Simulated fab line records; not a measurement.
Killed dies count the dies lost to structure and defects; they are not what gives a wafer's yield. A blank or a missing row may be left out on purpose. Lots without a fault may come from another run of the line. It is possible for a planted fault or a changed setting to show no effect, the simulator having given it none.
Matching of chambers :: flow n5 finfet :: rie diel-02 running N5_MOL_CONTACT_COAG_ETCHBACK_132: 4 sister chambers
The step etches SiO2 in CHF3, target depth 10 nm, time 6.7 s. 8 wafers are shown with their chamber, then 8 later ones without.

== EACH WAFER AND ITS CHAMBER ==
wafer: L075.5
chamber: 0
throttle valve pct (%): 18.48
drypump motor current A (A): 5.0

wafer: L077.2
chamber: 2
throttle valve pct (%): 18.79
drypump motor current A (A): 6.2

wafer: L079.3
chamber: 1
throttle valve pct (%): 18.20
drypump motor current A (A): 5.5

wafer: L081.3
chamber: 2
throttle valve pct (%): 18.77
drypump motor current A (A): 6.3

wafer: L081.5
chamber: 1
throttle valve pct (%): 18.19
drypump motor current A (A): 5.5

wafer: L083.5
chamber: 0
throttle valve pct (%): 18.48
drypump motor current A (A): 5.0

wafer: L083.6
chamber: 3
throttle valve pct (%): 18.95
drypump motor current A (A): 5.9

wafer: L089.1
chamber: 3
throttle valve pct (%): 18.97
drypump motor current A (A): 6.0

== WAFERS WITHOUT THEIR CHAMBER ==
wafer: L089.4
throttle valve pct (%): 18.52
drypump motor current A (A): 5.1

wafer: L089.5
throttle valve pct (%): 18.50
drypump motor current A (A): 5.0

wafer: L093.3
throttle valve pct (%): 18.26
drypump motor current A (A): 5.5

wafer: L093.4
throttle valve pct (%): 18.50
drypump motor current A (A): 5.0

wafer: L093.6
throttle valve pct (%): 18.98
drypump motor current A (A): 6.0

wafer: L097.3
throttle valve pct (%): 18.99
drypump motor current A (A): 5.9

wafer: L097.5
throttle valve pct (%): 18.97
drypump motor current A (A): 6.0

wafer: L097.6
throttle valve pct (%): 18.82
drypump motor current A (A): 6.2

== WHICH CHAMBER EACH WENT THROUGH ==
wafer: L089.4
from the rows above: 0
in truth: 0

wafer: L089.5
from the rows above: 0
in truth: 0

wafer: L093.3
from the rows above: 1
in truth: 1

wafer: L093.4
from the rows above: 0
in truth: 0

wafer: L093.6
from the rows above: 3
in truth: 3

wafer: L097.3
from the rows above: 3
in truth: 3

wafer: L097.5
from the rows above: 3
in truth: 3

wafer: L097.6
from the rows above: 2
in truth: 2
Placed correctly: 8 of 8. Can't be placed from these rows: 0. 0 placed wrongly.
How it was worked out, from the rows above alone: a wafer's distance from a chamber is the root of the sum, over the readings, of the square of ((its reading less the chamber's mean) divided by the reading's scatter). The wafer belongs to the nearest chamber; if the next one is less than 2 further off, it can't be placed. A chamber's mean is the mean of its shown wafers. The scatter: the root of (the sum of the squares of (reading less its chamber's mean) over the shown wafers, divided by (wafers less chambers)).
